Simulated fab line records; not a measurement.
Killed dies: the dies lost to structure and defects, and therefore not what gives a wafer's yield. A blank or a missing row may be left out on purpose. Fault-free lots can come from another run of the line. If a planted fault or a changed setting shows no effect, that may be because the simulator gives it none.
Which of the tools did it?	flow nand_harc	14 lots, 42 wafers sampled, at 4 steps of a route of 1302

== WHAT EACH GAUGE READ, for each wafer ==
No reading from a measuring or inspecting step in the record can be judged against a usual standard deviation.

== WHICH TOOL RAN EACH LOT (tool, then ch and the chambers of the sampled wafers, then the start) ==
lot	NHARC_A_BLC_CVD_24	NHARC_A_M0_DEGAS_28	NHARC_A_M1_ETCH_35	NHARC_A_M1_PRE_CLEAN_32
L915	cvd_w-01 ch 0,1, day 23 01:56 or earlier	pvd_sputter-02, day 23 01:56	rie_diel-08 ch 0,1, day 23 05:20	pecvd-01 ch 1,2, day 23 07:54
L919	cvd_w-02 ch 0,1, day 24 00:10 or earlier	pvd_sputter-01, day 24 00:10	rie_diel-07 ch 0,1,3, day 24 03:24	pecvd-04 ch 0,2, day 24 05:58
L918	cvd_w-02 ch 0,1, day 24 02:10 or earlier	pvd_sputter-01, day 24 02:10	rie_diel-08 ch 0,2,3, day 24 05:22	pecvd-04 ch 1,2, day 24 07:55
L924	cvd_w-01 ch 0,1, day 26 23:17 or earlier	pvd_sputter-03, day 26 23:17	rie_diel-08 ch 0,1,2, day 27 02:31	pecvd-01 ch 0,1, day 27 05:06
L925	cvd_w-02 ch 0,1, day 27 02:44 or earlier	pvd_sputter-01, day 27 02:44	rie_diel-08 ch 0,2,3, day 27 05:50	pecvd-02 ch 0,1,2, day 27 08:50
L927	cvd_w-01 ch 0,1, day 27 04:56 or earlier	pvd_sputter-02, day 27 04:56	rie_diel-12 ch 0,2,3, day 27 08:10	pecvd-02 ch 0,1,2, day 27 10:47
L929	cvd_w-02 ch 0,1, day 28 10:27 or earlier	pvd_sputter-01, day 28 10:27	rie_diel-12 ch 0,1,2, day 28 13:41	pecvd-04 ch 0,2, day 28 16:19
L928	cvd_w-02 ch 0,1, day 28 12:31 or earlier	pvd_sputter-02, day 28 12:31	rie_diel-07 ch 2,3, day 28 15:38	pecvd-04 ch 0,1,2, day 28 18:16
L930	cvd_w-01 ch 0,1, day 28 16:16 or earlier	pvd_sputter-03, day 28 16:16	rie_diel-07 ch 1,2,3, day 28 19:34	pecvd-02 ch 0,1,2, day 28 22:12
L935	cvd_w-01 ch 0,1, day 30 12:27 or earlier	pvd_sputter-01, day 30 12:27	rie_diel-07 ch 0,2,3, day 30 15:40	pecvd-04 ch 0,1, day 30 18:14
L933	cvd_w-01 ch 0,1, day 30 16:20 or earlier	pvd_sputter-01, day 30 16:20	rie_diel-07 ch 0,2,3, day 30 19:26	pecvd-02 ch 0,1, day 30 22:21
L934	cvd_w-01 ch 0,1, day 30 20:06 or earlier	pvd_sputter-01, day 30 20:06	rie_diel-12 ch 0,2, day 30 23:19	pecvd-04 ch 0,1, day 31 01:53
L937	cvd_w-01 ch 0,1, day 31 09:07 or earlier	pvd_sputter-01, day 31 09:07	rie_diel-08 ch 2,3, day 31 12:19	pecvd-04 ch 0,1,2, day 31 14:53
L936	cvd_w-02 ch 0,1, day 31 11:58 or earlier	pvd_sputter-01, day 31 11:58	rie_diel-08 ch 0,2,3, day 31 15:13	pecvd-04 ch 0,1, day 31 17:51
- NHARC_A_BLC_CVD_24: deposits W, target thk 150 nm, time 434 s.
- NHARC_A_M0_DEGAS_28: time 60 s.
- NHARC_A_M1_ETCH_35: etches the open film in N2/H2, target depth 40 nm, overetch 12 nm, time 43.94 s.
- NHARC_A_M1_PRE_CLEAN_32: time 12 s.

== WHAT THE TOOLS THEMSELVES READ (means of the sampled wafers that have a number; where no wafer has one, the mark that the record gives instead) ==
NHARC_A_BLC_CVD_24.
lot	tool	chamber_pressure_Torr (Torr)	heater_power_w (W)	throttle_valve_pct (%)
L915	cvd_w-01	39.97	452	8.10
L919	cvd_w-02	40.10	503	8.17
L918	cvd_w-02	39.98	504	8.08
L924	cvd_w-01	40.01	426	7.70
L925	cvd_w-02	39.97	495	8.12
L927	cvd_w-01	40.00	443	7.94
L929	cvd_w-02	40.06	477	7.91
L928	cvd_w-02	39.99	491	7.86
L930	cvd_w-01	40.02	444	7.84
L935	cvd_w-01	40.09	431	7.91
L933	cvd_w-01	39.99	424	7.90
L934	cvd_w-01	40.04	442	7.82
L937	cvd_w-01	40.03	419	7.88
L936	cvd_w-02	40.10	485	7.95

NHARC_A_M0_DEGAS_28.
lot	tool	heater_power_w (W)
L915	pvd_sputter-02	311
L919	pvd_sputter-01	364
L918	pvd_sputter-01	361
L924	pvd_sputter-03	300
L925	pvd_sputter-01	351
L927	pvd_sputter-02	311
L929	pvd_sputter-01	347
L928	pvd_sputter-02	311
L930	pvd_sputter-03	299
L935	pvd_sputter-01	349
L933	pvd_sputter-01	362
L934	pvd_sputter-01	351
L937	pvd_sputter-01	356
L936	pvd_sputter-01	347

NHARC_A_M1_ETCH_35.
lot	tool	drypump_motor_current_A (A)	oes_product_au (a.u.)	rf_vpp_V (V)	run_length_s (s)	showerhead_plenum_p_Torr (Torr)	throttle_valve_pct (%)
L915	rie_diel-08	5.8	0.985	430.8	65.3	2.05	14.180
L919	rie_diel-07	5.5	0.984	433.9	65.5	2.12	14.173
L918	rie_diel-08	6.3	0.982	430.1	65.4	1.99	14.165
L924	rie_diel-08	6.0	0.989	430.7	61.1	2.05	14.174
L925	rie_diel-08	6.3	0.988	428.4	61.1	1.99	14.170
L927	rie_diel-12	6.0	1.016	430.9	65.1	2.06	14.172
L929	rie_diel-12	6.1	1.000	430.3	65.1	2.05	14.177
L928	rie_diel-07	5.8	0.995	429.6	65.2	2.03	14.162
L930	rie_diel-07	5.6	0.988	430.6	65.1	2.04	14.176
L935	rie_diel-07	5.9	0.996	431.9	65.3	2.06	14.178
L933	rie_diel-07	5.9	0.998	430.9	65.4	2.06	14.161
L934	rie_diel-12	5.9	1.013	432.1	65.1	2.07	14.160
L937	rie_diel-08	6.5	0.996	430.3	65.5	2.01	14.175
L936	rie_diel-08	6.3	0.991	429.7	65.4	1.98	14.169

NHARC_A_M1_PRE_CLEAN_32.
lot	tool	heater_power_w (W)
L915	pecvd-01	670
L919	pecvd-04	687
L918	pecvd-04	731
L924	pecvd-01	637
L925	pecvd-02	700
L927	pecvd-02	702
L929	pecvd-04	618
L928	pecvd-04	676
L930	pecvd-02	679
L935	pecvd-04	709
L933	pecvd-02	719
L934	pecvd-04	686
L937	pecvd-04	713
L936	pecvd-04	652

== THE ANSWER, worked out from the rows above alone ==
Rule: usual is defined by the lots themselves. Put in order of their means at a reading, lots are off if they are a third of the lots or fewer, leave a main group of 4 or more, and stand apart from it by a gap of 3 or more times the standard deviation of the main group's means; of several such gaps the widest counts. The tables above print the reading to a certain number of digits; a main group whose means all agree to those digits is not used. Also off: a lot with no number at a reading for which 4 or more lots have one. The other lots that the step has rows for count as sound. The gauges are gone through in route order, then the tools' own readings, and for those a lot's mean is taken as printed above. At the first step where some lot is off, the reading lying furthest off is the one used; lots without a number count as furthest.
Off at NHARC_A_M1_ETCH_35 (run_length_s): L924, L925. For the main group the mean is 65.3 s and the standard deviation 0.15.
A tool fits if, at that step or a process step before it, it ran every lot that is off, and no sound lot after the first of them. Because NHARC_A_BLC_CVD_24 lacks a start for some lots, the hours and order of its lots are taken from NHARC_A_M0_DEGAS_28. None of those tried fits.

== WHAT THE SIMULATOR HAD INSERTED ==
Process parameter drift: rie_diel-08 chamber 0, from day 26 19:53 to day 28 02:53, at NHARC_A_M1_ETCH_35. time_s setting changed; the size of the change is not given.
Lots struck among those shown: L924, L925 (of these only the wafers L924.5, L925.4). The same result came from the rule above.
